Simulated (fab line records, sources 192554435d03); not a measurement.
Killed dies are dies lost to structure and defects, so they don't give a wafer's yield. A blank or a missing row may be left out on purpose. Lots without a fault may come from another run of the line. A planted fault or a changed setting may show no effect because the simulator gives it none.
fab line records | flow n5_finfet
record lots=4 wafers=12 last_day=16
route steps=1938 shown SD_EPI_N@275 SD_EPI_P@295 BEOL_M4@1111 PASSIVATION@1936
lots that met no fault: from a run of the same line without faults
start_h: hours from the record's first day to the start of the lot's first wafer shown | wait_h: hours since the lot's step before | " the same as in the row above | L1.1+2: a row that stands for several wafers | - no value, or no start given | * or withheld: withheld | < > ~ a bound
route shown NAME@n: a module of which the file shows steps, and the number in the route of the first | usual: mean/standard deviation of fault-free wafers | same: alike in all rows | chamber/n: place in a boat | sites: the reading at each site | _std_site: their standard deviation | _edge_site: outer sites' mean less inner sites' | radius_mm: how far each site lies from the wafer's centre | mask NAME#n: copy n | behind: the tool/chamber that last shaped the wafer | hold: why the lot was held/for how many hours/how that ended | device: the transistor (n, p or np) that didn't switch | end of line: the same wafers' tests at the end of the route | a step without rows: its recipe alone | killed: dies lost to structure and defects at the first sort, not the wafer's yield | map: a wafer's dies, x killed, . not, _ none there
set.NAME: the setting as run; set.NAME@STEP: as run at that earlier step | model.NAME: the simulator's own value behind a step, which no gauge read
lots at some steps of the route; a table a step, a row a wafer
## steps
# step N5_SD_EPI_N_ETCH_35
# recipe chemistry=N2/H2 target=SOC overetch_a=1080 mask_material=SiARC temp_c=40 ion_energy_ev=100 source_w=3000 bias_w=133 pressure_mtorr=20 time_s=486 n2_flow_sccm=200 h2_flow_sccm=200
# step N5_SD_EPI_N_STRIP_36
# recipe chemistry=N2/H2 temp_c=40 n2_flow_sccm=200 h2_flow_sccm=200 rf_frequency_hz=6e+07
# step N5_SD_EPI_N_ETCHBACK_44
# recipe chemistry=CH3F/O2 mode=anisotropic_etchback target=SiNx target_depth_a=145 stop_on=SiO2 over_etch_frac=0.3 ion_energy_ev=120 pressure_mtorr=30 source_w=395 bias_w=73 Ar_flow_sccm=150 CH3F_flow_sccm=30 O2_flow_sccm=20
# step N5_SD_EPI_N_ETCH_45
# recipe chemistry=CH3F/O2 target=SiOCN target_depth_a=60 mask_material=SOC ion_energy_ev=60 bias_w=29 pressure_mtorr=15 source_w=410 Ar_flow_sccm=150 CH3F_flow_sccm=30 O2_flow_sccm=20
# step N5_SD_EPI_N_ETCH_16
# recipe chemistry=CHF3/O2 target=SiO2 target_depth_a=50 mask_material=SOC pressure_mtorr=30 source_w=650 bias_w=170 Ar_flow_sccm=200 CHF3_flow_sccm=50 O2_flow_sccm=5 ion_energy_ev=200
# step N5_SD_EPI_N_STRIP_47
# recipe chemistry=CHF3/O2 resist=SiARC rf_frequency_hz=6e+07
# step N5_SD_EPI_N_SD_RECESS_17
# recipe chemistry=HBr/Cl2/O2 target_depth_a=410 mask_material=SOC time_s=23.7 bt_time_s=3 pressure_mtorr=10 icp_w=800 bias_w=112 HBr_flow_sccm=150 Cl2_flow_sccm=80 O2_flow_sccm=12
# step N5_SD_EPI_N_STRIP_38
# recipe chemistry=N2/H2 power_w=1000 temp_c=250 h2_frac=0.65 overash_fraction=0.3 pressure_mtorr=withheld n2_flow_sccm=1750 h2_flow_sccm=3250
# step N5_SD_EPI_N_WET_ETCH_43
# recipe chemistry=dHF dilution=withheld time_s=14 target=SiO2 target_depth_a=15 temp_c=25
# step N5_SD_EPI_N_STRIP_18
# recipe chemistry=SPM time_s=750 temp_c=130 h2so4_h2o2_vol_ratio=4
# step N5_SD_EPI_N_SRD_20
# recipe dry=ipa_marangoni do_ppb=5 time_s=30 temp_c=23 rinse_liquid=diw
# step N5_SD_EPI_N_PRECLEAN_48
# recipe chemistry=NF3:NH3 afs_cycles=2 temp_c=30 time_s=20 sublimation_temp_c=180 sublimation_time_s=60 pressure_torr=3 rf_power_w=30
# step N5_SD_EPI_N_VAPOR_ETCH_50
# recipe chemistry=HCl target=Si temp_c=775 time_s=54 pressure_torr=20 mode=isotropic
# usual throttle_valve_pct=11.78/0.2
# same time_s=54
# columns lot.wafer tool chamber start_h wait_h throttle_valve_pct
L100.2 epi_rpcvd-04 0 68.76 0.4 11.80
L100.3 " 0 " " 11.83
L100.6 " 0 " " 12.11
L110.2 epi_rpcvd-04 0 128.91 0.5 11.79
L110.3 " 0 " " 11.97
L110.4 " 0 " " 11.91
L112.2 epi_rpcvd-04 0 139.84 0.5 12.15
L112.3 " 0 " " 11.87
L112.6 " 0 " " 11.82
L115.1 epi_rpcvd-02 0 159.23 0.3 11.45
L115.3 " 0 " " 11.59
L115.6 " 0 " " 11.48
# step N5_SD_EPI_N_EPI_21
# recipe material=Si:P dopant=P temp_c=680 pressure_torr=255 time_s=690
# step N5_SD_EPI_N_PRECLEAN_24
# recipe chemistry=O3/DIW time_s=60 temp_c=22 o3_ppm=10
# step N5_SD_EPI_N_SRD_25
# recipe time_s=30 temp_c=23 rinse_liquid=diw dry=ipa_marangoni
# step N5_SD_EPI_N_PRECLEAN_49
# recipe chemistry=NF3:NH3 afs_cycles=1 temp_c=30 time_s=20 sublimation_temp_c=180 sublimation_time_s=60 pressure_torr=3 rf_power_w=30
# step N5_SD_EPI_N_LINER_46
# recipe material=SiNx target_thk_a=30 temp_c=400 ald_precursor_family=SiH2I2 ald_co_reactant=N2/H2-plasma pressure_torr=2
# step N5_SD_EPI_N_INSPECT_26
# recipe inspect_instrument=darkfield mode=post_epi
# usual raw_defect_count=221/47
# columns lot.wafer tool chamber start_h wait_h raw_defect_count
L100.2 defect_inspect-02 - 71.81 0.2 237
L100.3 " - " " 209
L100.6 " - " " 252
L110.2 defect_inspect-02 - 132.82 0.1 1267
L110.3 " - " " 1193
L110.4 " - " " 1176
L112.2 defect_inspect-01 - 143.75 0.1 1177
L112.3 " - " " 1132
L112.6 " - " " 1100
L115.1 defect_inspect-01 - 161.70 0.2 217
L115.3 " - " " 237
L115.6 " - " " 239
# step N5_SD_EPI_P_COAT_34
# recipe resist=SOC temp_c=250 time_s=60 spin_rpm=1500 resist_thk_nm=350
# step N5_SD_EPI_P_COAT_35
# recipe resist=SiARC temp_c=220 time_s=60 spin_rpm=1500 resist_thk_nm=35
# step N5_SD_EPI_P_COAT_03
# recipe resist=CAR-ArF-block spin_rpm=1500 resist_thk_nm=150
# step N5_SD_EPI_P_EBR_05
# recipe solvent=PGMEA ebr_width_mm=1.5
# step N5_SD_EPI_P_SOFTBAKE_04
# recipe temp_c=110 time_s=60 resist=CAR-ArF-block
# step N5_SD_EPI_P_EXPOSE_06
# recipe mask_id=SD_P_BLK na=1.35 source_shape=conventional sigma_outer=0.8 polarization=unpolarized target_cd_nm=240 dose_mj=39.5
# step N5_SD_EPI_P_PEB_07
# recipe peb_temp_c=110 peb_time_s=60 resist=CAR-ArF-block
# step N5_SD_EPI_P_DEVELOP_08
# recipe develop_time_s=30 developer=TMAH resist=CAR-ArF-block dev_temp_c=23 rinse_liquid=diw dry=air_spin
# step N5_SD_EPI_P_INSPECT_11
# recipe mode=adi inspect_instrument=macro
# usual raw_defect_count=1.9/1.3
# columns lot.wafer tool chamber start_h wait_h raw_defect_count
L100.2 defect_inspect-02 - 72.14 0.0 1
L100.3 " - " " 3
L100.6 " - " " 5
L110.2 defect_inspect-02 - 133.27 0.0 >300
L110.3 " - " " >300
L110.4 " - " " >300
L112.2 defect_inspect-02 - 144.21 0.0 >300
L112.3 " - " " >300
L112.6 " - " " >300
L115.1 defect_inspect-02 - 162.15 0.0 1
L115.3 " - " " 3
L115.6 " - " " 0
# step N5_SD_EPI_P_DESCUM_14
# recipe chemistry=O2 time_s=7.9 source_power_w=50 bias_power_w=20 pressure_mtorr=20 rf_frequency_hz=2.712e+07 temp_c=40 resist=CAR-ArF-block o2_flow_sccm=225
# step N5_SD_EPI_P_ETCH_36
# recipe chemistry=CF4 target=SiARC target_depth_a=455 mask_material=CAR-ArF-block time_s=75.8 ion_energy_ev=80 pressure_mtorr=40 source_w=545 bias_w=36 Ar_flow_sccm=100 cf4_flow_sccm=100 ends=cleared
# step N5_SD_EPI_P_ETCH_37
# recipe chemistry=N2/H2 target=SOC overetch_a=1080 mask_material=SiARC temp_c=40 ion_energy_ev=100 source_w=3000 bias_w=133 pressure_mtorr=20 time_s=486 n2_flow_sccm=200 h2_flow_sccm=200 ends=end_point
# step N5_SD_EPI_P_STRIP_38
# recipe chemistry=N2/H2 temp_c=40 n2_flow_sccm=200 h2_flow_sccm=200 rf_frequency_hz=6e+07
# step N5_SD_EPI_P_ETCHBACK_46
# recipe chemistry=CH3F/O2 mode=anisotropic_etchback target=SiNx target_depth_a=175 stop_on=SiO2 over_etch_frac=0.3 ion_energy_ev=120 pressure_mtorr=30 source_w=395 bias_w=73 Ar_flow_sccm=150 CH3F_flow_sccm=30 O2_flow_sccm=20
# step N5_SD_EPI_P_ETCH_47
# recipe chemistry=CH3F/O2 target=SiOCN target_depth_a=250 mask_material=SOC ion_energy_ev=60 bias_w=29 pressure_mtorr=30 source_w=410 Ar_flow_sccm=150 CH3F_flow_sccm=30 O2_flow_sccm=20
# step N5_SD_EPI_P_ETCH_16
# recipe chemistry=CHF3/O2 target=SiO2 target_depth_a=50 mask_material=SOC pressure_mtorr=30 source_w=650 bias_w=170 Ar_flow_sccm=200 CHF3_flow_sccm=50 O2_flow_sccm=5 ion_energy_ev=200
# step N5_SD_EPI_P_STRIP_50
# recipe chemistry=CHF3/O2 resist=SiARC rf_frequency_hz=6e+07
# step N5_SD_EPI_P_SD_RECESS_17
# recipe chemistry=HBr/Cl2/O2 target_depth_a=391 bt_time_s=3 pressure_mtorr=10 icp_w=800 bias_w=112 HBr_flow_sccm=150 Cl2_flow_sccm=80 O2_flow_sccm=12
# step N5_SD_EPI_P_WET_ETCH_45
# recipe chemistry=dHF dilution=withheld time_s=10.7 target=SiO2 target_depth_a=20 temp_c=25 dry=ipa_marangoni rinse_time_s=30 rinse_temp_c=23
# step N5_SD_EPI_P_STRIP_40
# recipe chemistry=N2/H2 power_w=1000 temp_c=250 h2_frac=0.65 overash_fraction=0.3 pressure_mtorr=withheld n2_flow_sccm=1750 h2_flow_sccm=3250
# step N5_SD_EPI_P_INSPECT_26
# recipe inspect_instrument=darkfield mode=post_epi
# usual raw_defect_count=188/48
# columns lot.wafer tool chamber start_h wait_h raw_defect_count
L100.2 defect_inspect-01 - 75.90 0.0 196
L100.3 " - " " 199
L100.6 " - " " 188
L110.2 defect_inspect-01 - 139.07 0.0 1208
L110.3 " - " " 1125
L110.4 " - " " 1069
L112.2 defect_inspect-02 - 148.80 0.0 1080
L112.3 " - " " 1100
L112.6 " - " " 1099
L115.1 defect_inspect-01 - 167.64 0.0 189
L115.3 " - " " 172
L115.6 " - " " 179
# step N5_BEOL_M4_RC_MEAS_101
# usual DIBL_N=36.1/1.6 DIBL_P=35.8/2.1 IOFF_N=0.16/0.031 IOFF_P=0.21/0.034 ION_N=673/12 ION_P=461/7.2 SS_N=71.4/0.59 SS_P=73.3/0.63 VT_N=250/3.1 VT_P=-250/3.3
# columns lot.wafer tool chamber start_h wait_h DIBL_N[mV/V] DIBL_P[mV/V] IOFF_N[nA/um] IOFF_P[nA/um] ION_N[uA/um] ION_P[uA/um] SS_N[mV/dec] SS_P[mV/dec] VT_N[mV] VT_P[mV]
L100.2 prober-02 0 181.05 0.2 36.1 37.5 0.16 0.21 661 453 71.7 73.8 252 -252
L100.3 " 0 " " 35.4 34.8 0.14 0.17 662 445 71.4 73.5 253 -254
L100.6 " 0 " " 34.3 33.9 0.13 0.16 660 453 71.2 72.9 252 -258
L110.2 prober-01 0 255.70 0.2 34.0 33.6 0.12 0.19 673 459 71.1 72.6 253 -250
L110.3 " 0 " " 35.0 33.9 0.13 0.18 673 460 70.8 73.0 252 -254
L110.4 " 0 " " 35.4 35.4 0.14 0.22 673 466 71.7 73.9 251 -248
L112.2 prober-01 0 259.82 0.2 37.1 37.5 0.19 0.23 676 464 71.8 73.4 250 -248
L112.3 " 0 " " 32.4 31.9 0.11 0.15 649 451 69.9 72.0 253 -254
L112.6 " 0 " " 36.4 36.3 0.17 0.22 679 468 71.4 73.4 249 -251
L115.1 prober-01 0 280.84 0.0 39.6 40.8 0.21 0.29 676 466 72.4 75.0 243 -247
L115.3 " 0 " " 37.1 36.2 0.16 0.20 670 458 71.8 72.8 249 -250
L115.6 " 0 " " 37.7 38.0 0.19 0.22 682 460 72.4 73.3 250 -247
# step N5_PASSIVATION_PROBE_49
# usual defect_limited_yield=91.0/1.5 killed_at_M0_to_M3=35/11 killed_at_M4_up=13/6 killed_at_contacts=14/6.5 killed_at_front_end=40/12 killed_at_other=4/3.4 killed_dies=106/18 killed_on_rim=14/4.7 killed_open=68/14 killed_short=35/7.7 sort_bin_5_function=5.2/0.98 sort_bin_6_memory=3.4/0.72 sort_n_pass=1074/18 sort_yield_pct=91.0/1.5
# same gross_dies=1180 killed_at_back_side=0 sort_bin_4_leakage[%]=0 sort_bin_8_speed[%]=0
# columns lot.wafer tool chamber start_h wait_h defect_limited_yield[%] killed_at_M0_to_M3 killed_at_M4_up killed_at_contacts killed_at_front_end killed_at_other killed_dies killed_on_rim killed_open killed_short sort_bin_5_function[%] sort_bin_6_memory[%] sort_n_pass sort_yield_pct[%]
L100.2 prober-02 - 286.84 0.1 91.1 40 13 19 27 6 105 13 69 34 5.3 3.4 1075 91.1
L100.3 prober-02 - 286.89 0.1 90.3 49 11 9 44 1 114 19 74 35 6.5 2.5 1066 90.3
L100.6 prober-02 - 287.04 0.3 92.2 39 11 12 25 5 92 14 62 26 5.1 2.3 1088 92.2
L112.2 prober-02 - 363.07 0.1 79.7 23 18 7 185 7 240 15 59 31 12.5 4.6 940 79.7
L112.3 prober-02 - 363.12 0.1 80.3 24 25 9 172 3 233 6 63 24 12.7 3.8 947 80.3
L112.6 prober-02 - 363.27 0.3 80.6 21 9 8 177 14 229 12 59 33 11.8 4.1 951 80.6
L110.2 prober-02 - 366.62 0.1 79.7 25 16 8 188 3 240 18 53 36 12.7 4.2 940 79.7
L110.3 prober-02 - 366.67 0.1 79.8 29 21 13 170 5 238 15 60 34 12.8 4.0 942 79.8
L110.4 prober-02 - 366.72 0.2 80.0 26 19 4 184 3 236 15 58 43 13.4 3.9 944 80.0
L115.1 prober-01 - 386.88 0.0 90.8 46 4 11 44 4 109 13 51 51 4.7 3.7 1071 90.8
L115.3 prober-01 - 386.98 0.1 90.9 37 4 13 52 1 107 13 70 34 5.4 3.5 1073 90.9
L115.6 prober-01 - 387.13 0.3 89.5 47 8 7 61 1 124 14 81 42 6.0 4.2 1056 89.5
# killed by level:class
L100.2 MOL_CONTACT_COAG:geometric_particle:open=17 BEOL_M0_SAQP:geometric_particle:short=15 BEOL_M0_SAQP:geometric_particle:open=15 FIN_SAQP:geometric_particle:open=7 STI_FIN_REVEAL:geometric_particle:open=6 BEOL_M4:geometric_particle:open=5 DUMMY_GATE:geometric_particle:open=4 BEOL_M2:geometric_particle:open=3
L100.3 BEOL_M0_SAQP:geometric_particle:short=18 BEOL_M0_SAQP:geometric_particle:open=17 FIN_SAQP:geometric_particle:open=14 STI_FIN_REVEAL:geometric_particle:open=9 MOL_CONTACT_COAG:geometric_particle:open=8 FIN_SAQP:geometric_particle:short=7 BEOL_M2:geometric_particle:open=4 BEOL_M3:geometric_particle:open=4
L100.6 MOL_CONTACT_COAG:geometric_particle:open=11 BEOL_M0_SAQP:geometric_particle:short=9 BEOL_M0_SAQP:geometric_particle:open=9 BEOL_M3:geometric_particle:open=7 FIN_SAQP:geometric_particle:short=5 BEOL_M4:geometric_particle:open=5 STI_FIN_REVEAL:geometric_particle:open=4 BEOL_M1:geometric_particle:open=4
L112.2 SD_EPI_N:unspecified=145 STI_FIN_REVEAL:geometric_particle:open=12 BEOL_M4:geometric_particle:open=12 FIN_SAQP:geometric_particle:short=6 MOL_CONTACT_COAG:geometric_particle:open=6 BEOL_M2:geometric_particle:open=6 DUMMY_GATE:geometric_particle:open=5 BEOL_M0_SAQP:geometric_particle:short=5
L112.3 SD_EPI_N:unspecified=143 BEOL_M4:geometric_particle:open=11 MOL_CONTACT_COAG:geometric_particle:open=7 BEOL_M0_SAQP:geometric_particle:open=7 STI_FIN_REVEAL:geometric_particle:open=6 BEOL_M1:geometric_particle:open=6 FIN_SAQP:geometric_particle:short=5 BEOL_M0_SAQP:geometric_particle:short=5
L112.6 SD_EPI_N:unspecified=137 FIN_SAQP:geometric_particle:short=11 FIN_SAQP:geometric_particle:open=10 BEOL_M0_SAQP:geometric_particle:open=8 MOL_CONTACT_COAG:geometric_particle:open=7 MIM_TOP:geometric_particle:open=6 PAD_METAL:geometric_particle:short=5 STI_FIN_REVEAL:geometric_particle:open=4
L110.2 SD_EPI_N:unspecified=151 BEOL_M1:geometric_particle:open=8 FIN_SAQP:geometric_particle:open=7 MOL_CONTACT_COAG:geometric_particle:open=7 BEOL_M4:geometric_particle:open=7 STARTING-WAFER:geometric_particle:open=6 FIN_SAQP:geometric_particle:short=5 GATE_CUT:geometric_particle:short=5
L110.3 SD_EPI_N:unspecified=143 MOL_CONTACT_COAG:geometric_particle:open=12 BEOL_M4:geometric_particle:open=8 BEOL_M0_SAQP:geometric_particle:open=7 GATE_CUT:geometric_particle:short=5 BEOL_M0_SAQP:geometric_particle:short=5 STARTING-WAFER:geometric_particle:open=5 FIN_SAQP:geometric_particle:open=4
L110.4 SD_EPI_N:unspecified=132 FIN_SAQP:geometric_particle:short=16 BEOL_M0_SAQP:geometric_particle:open=12 STI_FIN_REVEAL:geometric_particle:open=9 FIN_SAQP:geometric_particle:open=7 GATE_CUT:geometric_particle:short=6 GATE_CUT:geometric_particle:open=6 BEOL_M2:geometric_particle:short=6
L115.1 BEOL_M0_SAQP:geometric_particle:open=17 BEOL_M0_SAQP:geometric_particle:short=15 MOL_CONTACT_COAG:geometric_particle:open=8 DUMMY_GATE:geometric_particle:open=6 FIN_SAQP:geometric_particle:short=4 FIN_CUT:geometric_particle:short=4 DUMMY_GATE:geometric_particle:short=4 GATE_CUT:geometric_particle:open=4
L115.3 STI_FIN_REVEAL:geometric_particle:open=14 FIN_SAQP:geometric_particle:open=10 MOL_CONTACT_COAG:geometric_particle:open=10 BEOL_M0_SAQP:geometric_particle:open=10 FIN_SAQP:geometric_particle:short=9 BEOL_M0_SAQP:geometric_particle:short=9 STI_FIN_REVEAL:geometric_particle:short=8 BEOL_M2:geometric_particle:open=4
L115.6 STI_FIN_REVEAL:geometric_particle:open=17 BEOL_M0_SAQP:geometric_particle:open=17 FIN_SAQP:geometric_particle:open=12 BEOL_M0_SAQP:geometric_particle:short=12 FIN_SAQP:geometric_particle:short=10 STI_FIN_REVEAL:geometric_particle:short=6 MOL_CONTACT_COAG:geometric_particle:open=6 GATE_CUT:geometric_particle:short=6
# map L110.2 (x killed, . not)
_________________.......x...x________________
______________....x........x...._____________
___________..x.....................__________
__________........................xx_________
________.............................._______
_______......x.xx.................x....______
______..x..............................._____
_____.......................x............____
____..................x....x..xx..........___
___.........x...................x......x...__
___x....x.................x......x..x..x...__
__....x................x......xx...x..xx...._
__.x.xx.....................x....x.xx...xx.._
_.........x...............xxxxxxxxx..xx....x.
_.................x..xxxx..xxxxxxxxx.........
_..........x.........xxxxxxxxxxxxxxxxxx......
_.........................xxxxxxxxxxxxx....x.
_....x...x........x.....xxxxxxxxxxxxxxx......
_..............x........xxxxxxxxxxxxxx.......
_........x............x.xxxxxxxxxxxxx.x......
_......................xxxxxxxxxxxxxxx..x....
__x.....................xxxxxxxxxxxxx..x...x_
__.......x...x......x....xxxxxxxxxx......x.._
___..x.x..x..............xxxx..x.x.........__
___...........x.............xx..xx.xx......__
____..xx...............x...............x..___
_____.x......................x....x......____
______......x..x.x......................_____
_______........x.............x.........______
________.x...x.......xx..............._______
__________x.......................x._________
___________.........x.xxx.........x__________
______________.................._____________
_________________x..x.x...x..________________
# map L112.2 (x killed, . not)
_________________............________________
______________.x................_____________
___________x..x....x....x..........__________
__________......x........xx.....x.x._________
________..................x.x........._______
_______x....x..........................______
______...x.....x.....x.........xx....x.._____
_____.x..................................____
____.....x..........x.....................___
___....x...........x...x...................__
___.x.x......................x.xx...x......__
__....................x.x.xx.....xx........x_
__...xx.....x...............x.....x........._
_....x...x....x..........xxxxxxxxxx.x.x......
_.........x..............xxxxxxxxxxxx.....x..
_.....................x.xxxxxxxxxxxxx..x.....
_.......................xxxxxxxxxxxxx........
_....x...........x.x...xxxxxxxxxxxxxx.x...x..
_.....x...x........x.xxxxxxxxxxxxxxxxxx......
_..........xxx..........xxxxxxxxxxxxxxx......
_......................xxxxxxxxxxx.xx.x......
__..................x...xxxxxxxxxxxx.x......_
__..............x.....x..xxxxxx.x.x........._
___.....x.......x......xx..xxxxxxx.........__
___.......................xxx.x.x...x......__
____...xx..x......x.....x..............x..___
_____..........x.......................x.____
______..................x...........x..._____
_______...........x..x......xx.........______
________.x............................_______
__________.........................._________
___________xxx...x..x..............__________
______________........x.x..x...._____________
_________________.....xx.x...________________
## key
first_sign step=N5_SD_EPI_N_INSPECT_26 reading=raw_defect_count direction=up sigmas=20 usual=221 struck=1174
effect step=N5_SD_EPI_P_INSPECT_11 reading=raw_defect_count direction=up sigmas=99+ usual=1.9 struck=>300
effect step=N5_SD_EPI_P_INSPECT_26 reading=raw_defect_count direction=up sigmas=19 usual=188 struck=1114
effect step=N5_PASSIVATION_PROBE_49 reading=killed_at_front_end direction=up sigmas=11 usual=40 struck=179
more_kills_born_at N5_SD_EPI_N_VAPOR_ETCH_50@epi_rpcvd-04=851
met_at N5_SD_EPI_N_VAPOR_ETCH_50
struck_wafers L110.2,L110.3,L110.4,L112.2,L112.3,L112.6
onset_between 68.76 128.91
fault kind=chamber_particle_source tool=epi_rpcvd-04 chamber=- onset_h=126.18 steps=N5_SD_EPI_N_VAPOR_ETCH_50 rate_per_visit_cm2=1.4669 end_h=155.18
